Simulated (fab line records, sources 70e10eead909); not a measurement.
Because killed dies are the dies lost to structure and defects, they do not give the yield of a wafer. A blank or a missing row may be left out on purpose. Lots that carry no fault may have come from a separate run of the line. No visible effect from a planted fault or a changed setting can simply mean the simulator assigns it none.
Comparing a struck lot with a sound one | flow nandHarc | 32 out of 1159 route steps
Sound: the wafers L165.2, L165.3, L165.6. Struck: wafers L178.1, L178.2. (L178.3 of the same lot was not struck and is left out.) The cause comes at the end.
Per side, at each step with rows, come the tool, then ch with its chambers, and then its first start. Under that, the readings that differ: sound wafers | struck wafers | difference of the means | sigmas: that difference in standard deviations of wafers without a fault.
alike: a reading whose means differ by less than 2 such deviations, as well as words and numbers matching on both sides. not compared: withheld readings; readings where some wafer has no value; bounds like >300 that might hide an equal value; numbers whose values overlap and for which the record gives no deviation.
A row with sigmas, a row that says differs or no value, or rows on one side alone: a step with any of these is where the two part. Numbers that don't overlap but have no deviation are shown without sigmas and don't part them. Lack of a reading on every wafer of one side parts them only where that side has two or more wafers.

first, 5 steps without rows for these wafers: NHARC_A_ONON_D1_DEP_19 (target thk 1000 nm); NHARC_A_ONON_D1_DEP_22 (target thk 1000 nm); NHARC_A_ONON_D1_DEP_25 (target thk 1000 nm); NHARC_A_ONON_D1_DEP_28 (target thk 1000 nm); NHARC_A_ONON_D1_DEP_33 (deposits SiO2, target thk 200 nm).
NHARC_A_CHANNEL_HOLE_D1_DEP_00: deposits aC, target thk 3100 nm.
  sound on aclDep-01 ch 0, day 9 05:08; struck on aclDep-01 ch 0, day 12 22:34
reading              | sound                | struck        | difference | sigmas
throttleValvePct (%) | 35.008 35.007 34.997 | 34.984 34.988 | -0.018     | -2
then, 25 steps without rows for these wafers: NHARC_A_CHANNEL_HOLE_D1_DEP_01 (deposits SiON, target thk 140 nm); NHARC_A_CHANNEL_HOLE_D1_DEHYDRATE_02 (time 120 s); NHARC_A_CHANNEL_HOLE_D1_HMDS_03 (time 30 s); NHARC_A_CHANNEL_HOLE_D1_COAT_36 (time 75 s); NHARC_A_CHANNEL_HOLE_D1_COAT_37 (time 65 s); NHARC_A_CHANNEL_HOLE_D1_COAT_04 (resist thk 90 nm); NHARC_A_CHANNEL_HOLE_D1_SOFTBAKE_05 (time 55 s); NHARC_A_CHANNEL_HOLE_D1_EBR_06; NHARC_A_CHANNEL_HOLE_D1_EXPOSE_07 (exposes mask HOLE D1, target cd 100 nm); NHARC_A_CHANNEL_HOLE_D1_PEB_08 (peb time 65 s); NHARC_A_CHANNEL_HOLE_D1_DEVELOP_09 (develop time 35 s); NHARC_A_CHANNEL_HOLE_D1_DESCUM_15 (chemistry O2, time 3 s); NHARC_A_CHANNEL_HOLE_D1_ETCH_38 (etches the open film in CF4, target depth 39 nm, time 65 s); NHARC_A_CHANNEL_HOLE_D1_ETCH_39 (etches the open film in N2/H2, target depth 260 nm, time 325 s); NHARC_A_CHANNEL_HOLE_D1_ETCH_34 (etches the open film in CF4/CHF3, target depth 154 nm, time 77 s); NHARC_A_CHANNEL_HOLE_D1_ETCH_16 (etches the open film in O2/COS, target depth 3100 nm, time 806 s); NHARC_A_CHANNEL_HOLE_D1_ETCH_19 (etches the open film in C4F8/O2/Ar, time 34.5 s); NHARC_A_CHANNEL_HOLE_D1_ETCH_20 (etches the open film in C4F8/O2/Ar, time 361.9 s, target depth 1600 nm); NHARC_A_CHANNEL_HOLE_D1_ETCH_21 (etches the open film in C4F8/O2/Ar, time 514.3 s, target depth 1600 nm); NHARC_A_CHANNEL_HOLE_D1_ETCH_22 (etches the open film in C4F8/O2/Ar, time 666.7 s, target depth 1600 nm); NHARC_A_CHANNEL_HOLE_D1_ETCH_23 (etches the open film in C4F8/O2/Ar, time 819 s, target depth 1600 nm); NHARC_A_CHANNEL_HOLE_D1_ETCH_24 (etches the open film in C4F8/O2/Ar, time 906.2 s, target depth 1500 nm); NHARC_A_CHANNEL_HOLE_D1_ETCH_25 (etches the open film in C4F8/O2/Ar, time 1040.2 s, target depth 1500 nm); NHARC_A_CHANNEL_HOLE_D1_ETCH_26 (etches the open film in C4F8/O2/Ar, time 224.1 s, target depth 300 nm); NHARC_A_CHANNEL_HOLE_D1_ETCH_33 (etches the open film in C4F8/O2/Ar, time 90 s, target depth 400 nm).
-- the record jumps here: 11 days lie between the struck wafers' starts before and after (it left off in module A_CHANNEL_HOLE_D1 and takes up again in module END, whose first step shown is number 1159 of the route) --
NHARC_END_SORT_01:
  sound on prober-02 ch 0, day 20 21:25; struck on prober-01 ch 0, day 23 22:28
reading       | sound    | struck                                          | difference                   | sigmas
hold          | - - -    | awaitDispo/8.6h/release awaitDispo/8.6h/release | no value on the sound wafers | 
killedAtArray | 29 37 45 | 675 671                                         | +636                         | +58
killedDies    | 32 38 49 | 677 677                                         | +637                         | +53
  alike: killedAtOther, killedAtPeriphery, killedOpen, killedShort

## WHERE THEY PART
First at NHARC_A_CHANNEL_HOLE_D1_DEP_00; last, within this record, at NHARC_END_SORT_01.

WHY: what the simulator had put in
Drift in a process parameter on aclDep-01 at NHARC_A_CHANNEL_HOLE_D1_DEP_00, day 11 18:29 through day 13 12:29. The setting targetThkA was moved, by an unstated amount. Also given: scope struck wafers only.
